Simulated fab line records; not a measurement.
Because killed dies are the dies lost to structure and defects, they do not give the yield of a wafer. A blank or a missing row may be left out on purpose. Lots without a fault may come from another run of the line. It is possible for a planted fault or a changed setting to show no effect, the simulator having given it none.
fab line records ; flow nand-harc
record lots=24; wafers=72; last-day=24
route steps=1159 shown A_BLC@981 A_M0@1014 A_M1@1042
lots that met no fault: from a run of the same line without faults
start-h: start of the lot's first displayed wafer, in hours after the record's first day ; wait-h: hours elapsed since this lot's preceding step ; " repeats the value in the row above ; L1.1+2: a single row standing in for several wafers ; - value missing, or start not given ; * or withheld: withheld ; < > ~ a bound
route shown NAME@n: names a module that has steps shown in the file, with the first one's number in the route ; usual: mean/standard deviation of fault-free wafers ; same: alike in all rows ; chamber/n: place in a boat ; sites: per-site readings ; _std_site: their standard deviation ; _edge_site: the outer-site mean with the inner-site mean subtracted ; radius-mm: how far each site lies from the wafer's centre ; mask NAME#n: copy n ; behind: the tool/chamber that last shaped the wafer ; hold: reason for holding the lot/hours on hold/outcome of the hold ; device: transistor that didn't switch, given as n, p or np ; end of line: tests of these same wafers at the route's end ; where a step has no rows: the recipe by itself ; killed: count of dies lost to structure and defects at first sort (not the wafer's yield) ; map: dies across one wafer; x = killed, . = not, _ = none there
set.NAME: setting as actually run; set.NAME@STEP: the setting as run at that earlier step ; model.NAME: the simulator's own value behind a step, which no gauge read
the route's steps for a sample of lots (tables are steps, rows are wafers)
services: from which hour (start-h, from the record's first day; less than 0 if before it) a tool's chamber was out of use, for how many hours, and why
## steps
# step NHARC_A_BLC_CD_MEAS_19
# usual cd-nm=100.4/1.5
lot.wafer;tool;chamber;start-h;wait-h;cd-nm
L074.2;cd-sem-03;-;387.58;-;101.9
L074.4;cd-sem-03;-;387.58;-;98.2
L074.6;cd-sem-03;-;387.58;-;99.7
L075.1;cd-sem-02;-;399.21;-;98.6
L075.3;cd-sem-02;-;399.21;-;100.0
L075.6;cd-sem-02;-;399.21;-;99.5
L076.2;cd-sem-02;-;399.62;-;101.7
L076.3;cd-sem-02;-;399.62;-;100.0
L076.5;cd-sem-02;-;399.62;-;102.2
L078.3;cd-sem-03;-;401.74;-;98.8
L078.5;cd-sem-03;-;401.74;-;98.7
L078.6;cd-sem-03;-;401.74;-;98.9
L077.1;cd-sem-02;-;404.63;-;99.5
L077.3;cd-sem-02;-;404.63;-;99.2
L077.5;cd-sem-02;-;404.63;-;100.1
L079.1;cd-sem-02;-;426.13;-;102.0
L079.2;cd-sem-02;-;426.13;-;103.2
L079.3;cd-sem-02;-;426.13;-;100.8
L080.1;cd-sem-03;-;437.29;-;100.0
L080.5;cd-sem-03;-;437.29;-;102.5
L080.6;cd-sem-03;-;437.29;-;102.6
L081.4;cd-sem-02;-;439.29;-;100.1
L081.5;cd-sem-02;-;439.29;-;100.9
L081.6;cd-sem-02;-;439.29;-;99.3
L082.3;cd-sem-03;-;445.31;-;101.1
L082.4;cd-sem-03;-;445.31;-;99.4
L082.6;cd-sem-03;-;445.31;-;100.1
L083.2;cd-sem-02;-;445.91;-;98.8
L083.3;cd-sem-02;-;445.91;-;99.6
L083.4;cd-sem-02;-;445.91;-;99.2
L085.1;cd-sem-01;-;457.57;-;100.3
L085.3;cd-sem-01;-;457.57;-;98.8
L085.5;cd-sem-01;-;457.57;-;100.2
L086.1;cd-sem-01;-;462.01;-;100.1
L086.3;cd-sem-01;-;462.01;-;102.0
L086.5;cd-sem-01;-;462.01;-;100.4
L087.2;cd-sem-02;-;462.74;-;101.8
L087.3;cd-sem-02;-;462.74;-;99.9
L087.5;cd-sem-02;-;462.74;-;100.2
L089.3;cd-sem-01;-;471.52;-;99.4
L089.4;cd-sem-01;-;471.52;-;100.5
L089.5;cd-sem-01;-;471.52;-;100.6
L084.2;cd-sem-01;-;472.68;-;101.9
L084.3;cd-sem-01;-;472.68;-;101.3
L084.4;cd-sem-01;-;472.68;-;102.6
L088.1;cd-sem-02;-;480.95;-;97.8
L088.3;cd-sem-02;-;480.95;-;100.3
L088.6;cd-sem-02;-;480.95;-;99.3
L090.1;cd-sem-02;-;483.16;-;98.6
L090.2;cd-sem-02;-;483.16;-;99.3
L090.3;cd-sem-02;-;483.16;-;101.6
L091.4;cd-sem-02;-;493.78;-;102.0
L091.5;cd-sem-02;-;493.78;-;104.1
L091.6;cd-sem-02;-;493.78;-;101.8
L093.2;cd-sem-01;-;504.37;-;102.0
L093.3;cd-sem-01;-;504.37;-;100.8
L093.6;cd-sem-01;-;504.37;-;101.1
L094.1;cd-sem-01;-;505.92;-;100.0
L094.3;cd-sem-01;-;505.92;-;96.9
L094.5;cd-sem-01;-;505.92;-;99.5
L092.1;cd-sem-02;-;511.43;-;101.3
L092.2;cd-sem-02;-;511.43;-;99.8
L092.6;cd-sem-02;-;511.43;-;103.4
L097.2;cd-sem-03;-;527.66;-;101.1
L097.3;cd-sem-03;-;527.66;-;100.0
L097.6;cd-sem-03;-;527.66;-;99.5
L095.2;cd-sem-01;-;530.56;-;99.9
L095.3;cd-sem-01;-;530.56;-;100.3
L095.4;cd-sem-01;-;530.56;-;98.2
L096.1;cd-sem-03;-;532.08;-;100.7
L096.3;cd-sem-03;-;532.08;-;100.0
L096.4;cd-sem-03;-;532.08;-;99.6
# step NHARC_A_M0_PRE_CLEAN_29
# recipe time-s=30; temp-c=280; gas=H2/He
# usual heater-power-w=406/42
lot.wafer;tool;chamber;start-h;wait-h;heater-power-w
L074.4;pvd-sputter-01;-;-;-;374
L074.2;pvd-sputter-01;-;-;-;354
L074.6;pvd-sputter-01;-;-;-;378
L075.1;pvd-sputter-03;-;-;-;416
L075.3;pvd-sputter-03;-;-;-;466
L075.6;pvd-sputter-03;-;-;-;439
L076.3;pvd-sputter-02;-;-;-;367
L076.2;pvd-sputter-02;-;-;-;443
L076.5;pvd-sputter-02;-;-;-;375
L078.3;pvd-sputter-01;-;-;-;434
L078.6;pvd-sputter-01;-;-;-;352
L078.5;pvd-sputter-01;-;-;-;429
L077.1;pvd-sputter-01;-;-;-;377
L077.3;pvd-sputter-01;-;-;-;357
L077.5;pvd-sputter-01;-;-;-;363
L079.2;pvd-sputter-02;-;-;-;387
L079.3;pvd-sputter-02;-;-;-;367
L079.1;pvd-sputter-02;-;-;-;368
L080.1;pvd-sputter-01;-;-;-;356
L080.5;pvd-sputter-01;-;-;-;385
L080.6;pvd-sputter-01;-;-;-;376
L081.4;pvd-sputter-02;-;-;-;387
L081.6;pvd-sputter-02;-;-;-;457
L081.5;pvd-sputter-02;-;-;-;387
L082.4;pvd-sputter-01;-;-;-;375
L082.3;pvd-sputter-01;-;-;-;422
L082.6;pvd-sputter-01;-;-;-;375
L083.4;pvd-sputter-02;-;-;-;430
L083.2;pvd-sputter-02;-;-;-;384
L083.3;pvd-sputter-02;-;-;-;366
L085.3;pvd-sputter-01;-;-;-;420
L085.1;pvd-sputter-01;-;-;-;391
L085.5;pvd-sputter-01;-;-;-;351
L086.3;pvd-sputter-01;-;-;-;381
L086.1;pvd-sputter-01;-;-;-;426
L086.5;pvd-sputter-01;-;-;-;394
L087.3;pvd-sputter-03;-;-;-;507
L087.2;pvd-sputter-03;-;-;-;437
L087.5;pvd-sputter-03;-;-;-;437
L089.3;pvd-sputter-03;-;-;-;385
L089.4;pvd-sputter-03;-;-;-;432
L089.5;pvd-sputter-03;-;-;-;513
L084.3;pvd-sputter-01;-;-;-;422
L084.2;pvd-sputter-01;-;-;-;389
L084.4;pvd-sputter-01;-;-;-;359
L088.3;pvd-sputter-03;-;-;-;436
L088.1;pvd-sputter-03;-;-;-;447
L088.6;pvd-sputter-03;-;-;-;506
L090.1;pvd-sputter-01;-;-;-;420
L090.3;pvd-sputter-01;-;-;-;366
L090.2;pvd-sputter-01;-;-;-;351
L091.4;pvd-sputter-01;-;-;-;373
L091.5;pvd-sputter-01;-;-;-;413
L091.6;pvd-sputter-01;-;-;-;381
L093.2;pvd-sputter-02;-;-;-;394
L093.3;pvd-sputter-02;-;-;-;368
L093.6;pvd-sputter-02;-;-;-;440
L094.1;pvd-sputter-03;-;-;-;509
L094.3;pvd-sputter-03;-;-;-;440
L094.5;pvd-sputter-03;-;-;-;424
L092.1;pvd-sputter-03;-;-;-;516
L092.2;pvd-sputter-03;-;-;-;433
L092.6;pvd-sputter-03;-;-;-;509
L097.2;pvd-sputter-03;-;-;-;446
L097.3;pvd-sputter-03;-;-;-;519
L097.6;pvd-sputter-03;-;-;-;428
L095.3;pvd-sputter-01;-;-;-;419
L095.4;pvd-sputter-01;-;-;-;372
L095.2;pvd-sputter-01;-;-;-;365
L096.4;pvd-sputter-02;-;-;-;364
L096.1;pvd-sputter-02;-;-;-;379
L096.3;pvd-sputter-02;-;-;-;445
# step NHARC_A_M0_THK_MEAS_24
# recipe thk-meas-gauge=xrf
# usual thk-nm=114.1/1.4
lot.wafer;tool;chamber;start-h;wait-h;thk-nm
L074.2;film-metro-01;-;396.99;-;115.7
L074.4;film-metro-01;-;396.99;-;116.1
L074.6;film-metro-01;-;396.99;-;113.0
L075.1;film-metro-02;-;404.68;-;115.7
L075.3;film-metro-02;-;404.68;-;114.7
L075.6;film-metro-02;-;404.68;-;114.6
L076.2;film-metro-02;-;405.14;-;113.4
L076.3;film-metro-02;-;405.14;-;114.3
L076.5;film-metro-02;-;405.14;-;112.4
L078.3;film-metro-02;-;407.61;-;115.3
L078.5;film-metro-02;-;407.61;-;115.6
L078.6;film-metro-02;-;407.61;-;115.4
L077.1;film-metro-01;-;410.34;-;113.1
L077.3;film-metro-01;-;410.34;-;114.8
L077.5;film-metro-01;-;410.34;-;112.7
L079.1;film-metro-01;-;431.51;-;115.2
L079.2;film-metro-01;-;431.51;-;112.8
L079.3;film-metro-01;-;431.51;-;114.2
L080.1;film-metro-02;-;446.23;-;114.9
L080.5;film-metro-02;-;446.23;-;111.3
L080.6;film-metro-02;-;446.23;-;114.9
L081.4;film-metro-01;-;446.93;-;113.0
L081.5;film-metro-01;-;446.93;-;112.8
L081.6;film-metro-01;-;446.93;-;114.7
L082.3;film-metro-02;-;454.20;-;116.7
L082.4;film-metro-02;-;454.20;-;114.9
L082.6;film-metro-02;-;454.20;-;115.3
L083.2;film-metro-02;-;454.58;-;114.9
L083.3;film-metro-02;-;454.58;-;113.7
L083.4;film-metro-02;-;454.58;-;113.7
L085.1;film-metro-02;-;462.96;-;114.2
L085.3;film-metro-02;-;462.96;-;116.3
L085.5;film-metro-02;-;462.96;-;116.3
L086.1;film-metro-01;-;471.83;-;114.9
L086.3;film-metro-01;-;471.83;-;113.6
L086.5;film-metro-01;-;471.83;-;115.4
L087.2;film-metro-01;-;472.59;-;113.7
L087.3;film-metro-01;-;472.59;-;113.6
L087.5;film-metro-01;-;472.59;-;114.1
L089.3;film-metro-02;-;481.87;-;112.8
L089.4;film-metro-02;-;481.87;-;112.0
L089.5;film-metro-02;-;481.87;-;112.8
L084.2;film-metro-02;-;482.29;-;114.1
L084.3;film-metro-02;-;482.29;-;115.4
L084.4;film-metro-02;-;482.29;-;115.8
L088.1;film-metro-01;-;486.52;-;113.4
L088.3;film-metro-01;-;486.52;-;115.0
L088.6;film-metro-01;-;486.52;-;115.0
L090.1;film-metro-02;-;493.31;-;113.1
L090.2;film-metro-02;-;493.31;-;113.8
L090.3;film-metro-02;-;493.31;-;115.2
L091.4;film-metro-02;-;506.62;-;116.4
L091.5;film-metro-02;-;506.62;-;111.9
L091.6;film-metro-02;-;506.62;-;113.2
L093.2;film-metro-01;-;512.64;-;112.5
L093.3;film-metro-01;-;512.64;-;111.7
L093.6;film-metro-01;-;512.64;-;111.5
L094.1;film-metro-01;-;513.90;-;113.5
L094.3;film-metro-01;-;513.90;-;114.6
L094.5;film-metro-01;-;513.90;-;114.9
L092.1;film-metro-02;-;521.92;-;112.5
L092.2;film-metro-02;-;521.92;-;112.8
L092.6;film-metro-02;-;521.92;-;114.5
L097.2;film-metro-01;-;533.12;-;114.8
L097.3;film-metro-01;-;533.12;-;111.9
L097.6;film-metro-01;-;533.12;-;112.5
L095.2;film-metro-01;-;535.99;-;115.8
L095.3;film-metro-01;-;535.99;-;112.5
L095.4;film-metro-01;-;535.99;-;113.1
L096.1;film-metro-02;-;537.89;-;113.9
L096.3;film-metro-02;-;537.89;-;110.6
L096.4;film-metro-02;-;537.89;-;113.5
# step NHARC_A_M1_CD_MEAS_16
# usual cd-nm=119.7/0.68
lot.wafer;tool;chamber;start-h;wait-h;cd-nm
L074.2;cd-sem-02;-;398.91;-;120.7
L074.4;cd-sem-02;-;398.91;-;120.7
L074.6;cd-sem-02;-;398.91;-;120.3
L075.1;cd-sem-03;-;406.62;-;120.2
L075.3;cd-sem-03;-;406.62;-;119.4
L075.6;cd-sem-03;-;406.62;-;119.6
L076.2;cd-sem-03;-;407.27;-;120.0
L076.3;cd-sem-03;-;407.27;-;119.8
L076.5;cd-sem-03;-;407.27;-;120.4
L078.3;cd-sem-01;-;409.67;-;120.2
L078.5;cd-sem-01;-;409.67;-;119.0
L078.6;cd-sem-01;-;409.67;-;119.1
L077.1;cd-sem-03;-;412.26;-;119.3
L077.3;cd-sem-03;-;412.26;-;119.4
L077.5;cd-sem-03;-;412.26;-;119.4
L079.1;cd-sem-02;-;433.53;-;119.8
L079.2;cd-sem-02;-;433.53;-;120.0
L079.3;cd-sem-02;-;433.53;-;119.6
L080.1;cd-sem-01;-;448.28;-;120.8
L080.5;cd-sem-01;-;448.28;-;121.3
L080.6;cd-sem-01;-;448.28;-;119.8
L081.4;cd-sem-02;-;448.96;-;120.5
L081.5;cd-sem-02;-;448.96;-;119.7
L081.6;cd-sem-02;-;448.96;-;120.1
L082.3;cd-sem-03;-;456.22;-;120.3
L082.4;cd-sem-03;-;456.22;-;119.7
L082.6;cd-sem-03;-;456.22;-;119.1
L083.2;cd-sem-03;-;456.52;-;119.4
L083.3;cd-sem-03;-;456.52;-;120.0
L083.4;cd-sem-03;-;456.52;-;119.7
L085.1;cd-sem-02;-;465.02;-;118.8
L085.3;cd-sem-02;-;465.02;-;119.1
L085.5;cd-sem-02;-;465.02;-;118.8
L086.1;cd-sem-02;-;473.76;-;118.9
L086.3;cd-sem-02;-;473.76;-;118.1
L086.5;cd-sem-02;-;473.76;-;119.3
L087.2;cd-sem-02;-;474.48;-;119.6
L087.3;cd-sem-02;-;474.48;-;120.6
L087.5;cd-sem-02;-;474.48;-;119.6
L089.3;cd-sem-03;-;484.07;-;119.4
L089.4;cd-sem-03;-;484.07;-;119.4
L089.5;cd-sem-03;-;484.07;-;119.5
L084.2;cd-sem-01;-;484.34;-;120.3
L084.3;cd-sem-01;-;484.34;-;119.8
L084.4;cd-sem-01;-;484.34;-;119.2
L088.1;cd-sem-02;-;488.48;-;119.9
L088.3;cd-sem-02;-;488.48;-;120.8
L088.6;cd-sem-02;-;488.48;-;120.7
L090.1;cd-sem-03;-;495.20;-;118.8
L090.2;cd-sem-03;-;495.20;-;119.9
L090.3;cd-sem-03;-;495.20;-;120.0
L091.4;cd-sem-03;-;508.54;-;119.8
L091.5;cd-sem-03;-;508.54;-;120.6
L091.6;cd-sem-03;-;508.54;-;120.1
L093.2;cd-sem-01;-;514.67;-;119.3
L093.3;cd-sem-01;-;514.67;-;118.4
L093.6;cd-sem-01;-;514.67;-;119.2
L094.1;cd-sem-01;-;515.94;-;119.5
L094.3;cd-sem-01;-;515.94;-;119.9
L094.5;cd-sem-01;-;515.94;-;120.2
L092.1;cd-sem-03;-;524.10;-;119.8
L092.2;cd-sem-03;-;524.10;-;118.8
L092.6;cd-sem-03;-;524.10;-;118.7
L097.2;cd-sem-02;-;535.16;-;120.4
L097.3;cd-sem-02;-;535.16;-;120.2
L097.6;cd-sem-02;-;535.16;-;121.0
L095.2;cd-sem-02;-;538.04;-;119.2
L095.3;cd-sem-02;-;538.04;-;119.3
L095.4;cd-sem-02;-;538.04;-;118.6
L096.1;cd-sem-02;-;539.94;-;120.3
L096.3;cd-sem-02;-;539.94;-;119.3
L096.4;cd-sem-02;-;539.94;-;119.1
# step NHARC_A_M1_PVD_20
# recipe target-thk-a=50; bias-v=168.6; power-w=15000; chamber-pressure-pa=0.12; time-s=8.06; substrate-temp-c=50; material=TaN
# usual cathode-dc-power-W=15000/2.7; throttle-valve-pct=30.5/1
lot.wafer;tool;chamber;start-h;wait-h;cathode-dc-power-W;throttle-valve-pct
L074.2;pvd-sputter-03;-;-;-;14998;30.7
L074.4;pvd-sputter-03;-;-;-;15000;30.6
L074.6;pvd-sputter-03;-;-;-;15002;31.1
L075.1;pvd-sputter-03;-;-;-;15001;30.8
L075.3;pvd-sputter-03;-;-;-;15003;30.7
L075.6;pvd-sputter-03;-;-;-;14998;30.8
L076.2;pvd-sputter-02;-;-;-;15003;30.4
L076.3;pvd-sputter-02;-;-;-;14998;28.5
L076.5;pvd-sputter-02;-;-;-;15001;29.9
L078.3;pvd-sputter-01;-;-;-;14998;28.7
L078.5;pvd-sputter-01;-;-;-;14999;32.0
L078.6;pvd-sputter-01;-;-;-;15002;31.2
L077.3;pvd-sputter-01;-;-;-;14999;30.9
L077.1;pvd-sputter-01;-;-;-;15002;31.4
L077.5;pvd-sputter-01;-;-;-;15001;28.5
L079.2;pvd-sputter-01;-;-;-;14998;31.6
L079.1;pvd-sputter-01;-;-;-;15001;28.7
L079.3;pvd-sputter-01;-;-;-;15001;31.1
L080.1;pvd-sputter-01;-;-;-;15002;30.9
L080.6;pvd-sputter-01;-;-;-;14997;31.1
L080.5;pvd-sputter-01;-;-;-;14998;31.8
L081.4;pvd-sputter-03;-;-;-;15003;31.6
L081.6;pvd-sputter-03;-;-;-;15000;30.6
L081.5;pvd-sputter-03;-;-;-;14998;30.5
L082.3;pvd-sputter-02;-;-;-;15003;28.9
L082.4;pvd-sputter-02;-;-;-;14997;30.5
L082.6;pvd-sputter-02;-;-;-;14997;30.2
L083.4;pvd-sputter-01;-;-;-;14996;31.8
L083.3;pvd-sputter-01;-;-;-;15001;31.2
L083.2;pvd-sputter-01;-;-;-;15003;28.3
L085.1;pvd-sputter-02;-;-;-;15000;30.4
L085.3;pvd-sputter-02;-;-;-;14997;30.4
L085.5;pvd-sputter-02;-;-;-;15002;30.0
L086.3;pvd-sputter-01;-;-;-;15001;30.7
L086.1;pvd-sputter-01;-;-;-;14999;31.9
L086.5;pvd-sputter-01;-;-;-;14998;31.0
L087.2;pvd-sputter-01;-;-;-;14993;31.0
L087.3;pvd-sputter-01;-;-;-;14996;31.8
L087.5;pvd-sputter-01;-;-;-;14995;28.4
L089.3;pvd-sputter-01;-;-;-;15000;28.8
L089.4;pvd-sputter-01;-;-;-;14998;32.0
L089.5;pvd-sputter-01;-;-;-;15002;28.5
L084.4;pvd-sputter-02;-;-;-;15005;30.5
L084.2;pvd-sputter-02;-;-;-;15001;30.4
L084.3;pvd-sputter-02;-;-;-;14999;30.3
L088.1;pvd-sputter-03;-;-;-;15000;31.3
L088.3;pvd-sputter-03;-;-;-;14997;30.4
L088.6;pvd-sputter-03;-;-;-;15000;31.2
L090.1;pvd-sputter-02;-;-;-;15004;28.7
L090.2;pvd-sputter-02;-;-;-;15002;30.5
L090.3;pvd-sputter-02;-;-;-;15003;30.3
L091.4;pvd-sputter-01;-;-;-;14999;28.3
L091.5;pvd-sputter-01;-;-;-;15003;31.9
L091.6;pvd-sputter-01;-;-;-;15003;31.0
L093.3;pvd-sputter-01;-;-;-;15002;28.3
L093.2;pvd-sputter-01;-;-;-;15004;31.2
L093.6;pvd-sputter-01;-;-;-;15003;28.7
L094.1;pvd-sputter-03;-;-;-;15001;30.9
L094.3;pvd-sputter-03;-;-;-;14998;30.3
L094.5;pvd-sputter-03;-;-;-;14998;30.9
L092.2;pvd-sputter-03;-;-;-;15003;30.4
L092.1;pvd-sputter-03;-;-;-;15002;30.8
L092.6;pvd-sputter-03;-;-;-;14999;31.3
L097.3;pvd-sputter-02;-;-;-;14997;30.4
L097.2;pvd-sputter-02;-;-;-;15003;30.2
L097.6;pvd-sputter-02;-;-;-;14999;30.5
L095.3;pvd-sputter-03;-;-;-;14999;31.3
L095.4;pvd-sputter-03;-;-;-;15000;31.2
L095.2;pvd-sputter-03;-;-;-;15002;31.4
L096.3;pvd-sputter-02;-;-;-;14996;30.4
L096.1;pvd-sputter-02;-;-;-;15000;30.2
L096.4;pvd-sputter-02;-;-;-;15003;28.6
# step NHARC_A_M1_PVD_21
# recipe target-thk-a=300; chamber-pressure-pa=5; power-w=5000; substrate-temp-c=30; time-s=20.49; material=Cu
# usual cathode-dc-power-W=5000.0/0.9; throttle-valve-pct=30.5/1
lot.wafer;tool;chamber;start-h;wait-h;cathode-dc-power-W;throttle-valve-pct
L074.4;pvd-sputter-03;-;-;-;4999.7;31.3
L074.2;pvd-sputter-03;-;-;-;5000.5;30.8
L074.6;pvd-sputter-03;-;-;-;4999.4;31.6
L075.1;pvd-sputter-03;-;-;-;4999.7;31.3
L075.3;pvd-sputter-03;-;-;-;5000.2;30.5
L075.6;pvd-sputter-03;-;-;-;5001.0;30.9
L076.3;pvd-sputter-02;-;-;-;4997.4;30.5
L076.2;pvd-sputter-02;-;-;-;5000.9;30.4
L076.5;pvd-sputter-02;-;-;-;4999.3;28.5
L078.3;pvd-sputter-01;-;-;-;4999.9;31.5
L078.5;pvd-sputter-01;-;-;-;5000.8;31.7
L078.6;pvd-sputter-01;-;-;-;4998.8;31.6
L077.1;pvd-sputter-01;-;-;-;5000.6;31.2
L077.3;pvd-sputter-01;-;-;-;5000.3;30.9
L077.5;pvd-sputter-01;-;-;-;5001.1;31.3
L079.1;pvd-sputter-01;-;-;-;5000.5;32.1
L079.2;pvd-sputter-01;-;-;-;5000.0;31.5
L079.3;pvd-sputter-01;-;-;-;5000.4;28.4
L080.1;pvd-sputter-01;-;-;-;5000.2;31.9
L080.6;pvd-sputter-01;-;-;-;5001.7;31.6
L080.5;pvd-sputter-01;-;-;-;4999.8;31.5
L081.4;pvd-sputter-03;-;-;-;4999.3;30.9
L081.5;pvd-sputter-03;-;-;-;5000.3;31.5
L081.6;pvd-sputter-03;-;-;-;4997.6;30.6
L082.3;pvd-sputter-02;-;-;-;5000.4;30.3
L082.4;pvd-sputter-02;-;-;-;4998.9;30.0
L082.6;pvd-sputter-02;-;-;-;4999.4;30.2
L083.2;pvd-sputter-01;-;-;-;4999.5;31.4
L083.4;pvd-sputter-01;-;-;-;5000.5;28.4
L083.3;pvd-sputter-01;-;-;-;4999.6;30.6
L085.1;pvd-sputter-02;-;-;-;4998.8;30.3
L085.3;pvd-sputter-02;-;-;-;5001.8;30.5
L085.5;pvd-sputter-02;-;-;-;5000.4;28.7
L086.1;pvd-sputter-01;-;-;-;5000.8;31.5
L086.3;pvd-sputter-01;-;-;-;4998.7;31.9
L086.5;pvd-sputter-01;-;-;-;4999.9;28.1
L087.2;pvd-sputter-01;-;-;-;4999.8;30.8
L087.3;pvd-sputter-01;-;-;-;5000.0;31.9
L087.5;pvd-sputter-01;-;-;-;5000.3;31.2
L089.4;pvd-sputter-01;-;-;-;4999.4;31.5
L089.3;pvd-sputter-01;-;-;-;4999.3;31.3
L089.5;pvd-sputter-01;-;-;-;5000.5;31.8
L084.4;pvd-sputter-02;-;-;-;5000.7;28.8
L084.2;pvd-sputter-02;-;-;-;5001.5;30.4
L084.3;pvd-sputter-02;-;-;-;4998.5;30.3
L088.3;pvd-sputter-03;-;-;-;4999.4;30.8
L088.1;pvd-sputter-03;-;-;-;5000.3;31.5
L088.6;pvd-sputter-03;-;-;-;4999.8;30.8
L090.1;pvd-sputter-02;-;-;-;4999.4;30.2
L090.3;pvd-sputter-02;-;-;-;5000.1;28.9
L090.2;pvd-sputter-02;-;-;-;4999.0;30.5
L091.4;pvd-sputter-01;-;-;-;5001.2;30.9
L091.5;pvd-sputter-01;-;-;-;4999.8;31.8
L091.6;pvd-sputter-01;-;-;-;4999.5;31.3
L093.3;pvd-sputter-01;-;-;-;5001.0;31.8
L093.2;pvd-sputter-01;-;-;-;5001.3;28.6
L093.6;pvd-sputter-01;-;-;-;5000.2;31.2
L094.1;pvd-sputter-03;-;-;-;4999.2;30.4
L094.3;pvd-sputter-03;-;-;-;4999.5;31.1
L094.5;pvd-sputter-03;-;-;-;4999.5;30.4
L092.1;pvd-sputter-03;-;-;-;4998.9;30.5
L092.2;pvd-sputter-03;-;-;-;4999.8;31.1
L092.6;pvd-sputter-03;-;-;-;5000.2;31.3
L097.3;pvd-sputter-02;-;-;-;5000.8;30.4
L097.2;pvd-sputter-02;-;-;-;4998.2;30.1
L097.6;pvd-sputter-02;-;-;-;5000.4;30.5
L095.3;pvd-sputter-03;-;-;-;4999.7;31.6
L095.4;pvd-sputter-03;-;-;-;4999.2;31.4
L095.2;pvd-sputter-03;-;-;-;5001.5;30.5
L096.1;pvd-sputter-02;-;-;-;4999.5;30.2
L096.4;pvd-sputter-02;-;-;-;5001.7;30.2
L096.3;pvd-sputter-02;-;-;-;4999.6;28.5
## services
tool;chamber;start-h;hours;kind
pvd-sputter-03;-;381.02;1.5;repair
pvd-sputter-02;-;392.05;10.0;pm
pvd-sputter-03;-;436.57;2.1;repair
pvd-sputter-03;-;450.87;2.6;repair
pvd-sputter-03;-;458.00;10.0;pm
pvd-sputter-02;-;517.48;4.4;repair
pvd-sputter-01;-;517.96;10.0;pm
## key
fault none
